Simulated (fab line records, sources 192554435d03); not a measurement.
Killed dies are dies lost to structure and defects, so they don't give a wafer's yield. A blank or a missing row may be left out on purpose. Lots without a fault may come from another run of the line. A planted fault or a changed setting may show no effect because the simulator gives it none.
Chamber matching | flow n5_finfet | N5_SD_EPI_N_ETCHBACK_44 on rie_diel-03: 4 sister chambers
The step etches SiNx in CH3F/O2, stops on SiO2, target depth 14.5 nm. 22 wafers are shown with their chamber, then 11 later ones without.

WAFERS WITH THEIR CHAMBER
wafer  | chamber | drypump_motor_current_A (A) | showerhead_plenum_p_Torr (Torr) | throttle_valve_pct (%)
L074.1 | 0       | 5.8                         | 1.98                            | 16.54
L074.2 | 1       | 6.2                         | 2.07                            | 16.64
L074.3 | 2       | 4.8                         | 1.99                            | 16.61
L078.2 | 0       | 5.7                         | 1.98                            | 16.54
L078.3 | 3       | 6.1                         | 2.04                            | 16.18
L078.4 | 2       | 4.8                         | 1.99                            | 16.63
L086.1 | 2       | 4.8                         | 1.98                            | 16.67
L086.2 | 3       | 6.1                         | 2.03                            | 16.22
L086.4 | 3       | 6.1                         | 2.03                            | 16.22
L087.1 | 0       | 5.7                         | 1.97                            | 16.59
L087.3 | 3       | 6.1                         | 2.03                            | 16.22
L087.6 | 0       | 5.7                         | 1.97                            | 16.60
L088.1 | 2       | 4.8                         | 1.98                            | 16.68
L088.2 | 3       | 6.1                         | 2.03                            | 16.25
L088.4 | 3       | 6.1                         | 2.03                            | 16.23
L089.1 | 2       | 4.8                         | 1.98                            | 16.69
L089.2 | 0       | 5.8                         | 1.97                            | 16.60
L089.4 | 0       | 5.8                         | 1.97                            | 16.60
L091.1 | 1       | 6.3                         | 2.06                            | 16.26
L091.2 | 2       | 4.8                         | 1.97                            | 16.71
L091.3 | 3       | 6.1                         | 2.03                            | 16.25
L091.4 | 3       | 6.1                         | 2.03                            | 16.26

SIGNATURES (means of the wafers above)
reading                  | chamber 0 | chamber 1 | chamber 2 | chamber 3 | scatter within a chamber
drypump_motor_current_A  | 5.750     | 6.250     | 4.800     | 6.100     | 0.0333
showerhead_plenum_p_Torr | 1.9733    | 2.0650    | 1.9817    | 2.0312    | 0.00555
throttle_valve_pct       | 16.5783   | 16.4500   | 16.6650   | 16.2287   | 0.07
Rule: a wafer's distance from a chamber is the root of the sum, over the readings, of the square of ((its reading less the chamber's mean) divided by the reading's scatter). The wafer belongs to the nearest chamber; if the next one is less than 2 further off, it can't be placed. The scatter: the root of (the sum of the squares of (reading less its chamber's mean) over the shown wafers, divided by (wafers less chambers)).

WAFERS WITHOUT THEIR CHAMBER
wafer  | drypump_motor_current_A (A) | showerhead_plenum_p_Torr (Torr) | throttle_valve_pct (%)
L091.5 | 6.2                         | 2.06                            | 16.28
L091.6 | 4.8                         | 1.97                            | 16.70
L092.2 | 6.2                         | 2.06                            | 16.29
L092.3 | 6.1                         | 2.03                            | 16.26
L092.4 | 6.2                         | 2.06                            | 16.29
L096.3 | 6.1                         | 2.02                            | 16.27
L096.5 | 5.7                         | 1.97                            | 16.10
L096.6 | 6.1                         | 2.02                            | 16.29
L097.1 | 6.1                         | 2.02                            | 16.28
L097.3 | 5.7                         | 1.97                            | 16.14
L097.5 | 5.8                         | 1.97                            | 16.12

WHICH CHAMBER EACH WENT THROUGH
wafer  | from the rows above | in truth
L091.5 | 1                   | 1
L091.6 | 2                   | 2
L092.2 | 1                   | 1
L092.3 | 3                   | 3
L092.4 | 1                   | 1
L096.3 | 3                   | 3
L096.5 | 0                   | 0
L096.6 | 3                   | 3
L097.1 | 3                   | 3
L097.3 | 0                   | 0
L097.5 | 0                   | 0
Placed correctly: 11 of 11. Can't be placed from these rows: 0. Placed wrongly: 0.
